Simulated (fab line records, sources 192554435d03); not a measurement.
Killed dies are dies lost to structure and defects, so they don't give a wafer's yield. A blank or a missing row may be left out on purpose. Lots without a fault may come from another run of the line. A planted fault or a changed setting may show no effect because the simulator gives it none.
Chamber matching | flow n5_finfet | N5_BEOL_M7_STRIP_19 on rie_diel-03: 4 sister chambers
The step strips in O2. 4 wafers are shown with their chamber, then 9 later ones without.

WAFERS WITH THEIR CHAMBER
wafer  | chamber | showerhead_plenum_p_Torr (Torr)
L088.2 | 1       | 2.08
L088.4 | 0       | 2.02
L088.5 | 3       | 2.17
L088.6 | 2       | 1.99

WAFERS WITHOUT THEIR CHAMBER
wafer  | showerhead_plenum_p_Torr (Torr)
L091.3 | 2.08
L091.5 | 2.02
L091.6 | 2.16
L092.2 | 2.16
L092.3 | 2.08
L092.6 | 2.01
L095.1 | 1.98
L095.4 | 2.07
L095.5 | 2.01

WHICH CHAMBER EACH WENT THROUGH
wafer  | from the rows above     | in truth
L091.3 | 1                       | 1
L091.5 | 0                       | 0
L091.6 | 3                       | 3
L092.2 | 3                       | 3
L092.3 | 1                       | 1
L092.6 | can't be placed: 0 or 2 | 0
L095.1 | 2                       | 2
L095.4 | 1                       | 1
L095.5 | can't be placed: 0 or 2 | 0
Placed correctly: 7 of 9. Can't be placed from these rows: 2 (the true chamber is among the candidates in 2). Placed wrongly: 0.
How it was worked out, from the rows above alone: a wafer's distance from a chamber is the root of the sum, over the readings, of the square of ((its reading less the chamber's mean) divided by the reading's scatter). The wafer belongs to the nearest chamber; if the next one is less than 2 further off, it can't be placed. A chamber's mean is the mean of its shown wafers. The scatter: with one shown wafer a chamber, the root of the mean of the squares of how far each hidden wafer lies from its nearest shown one.
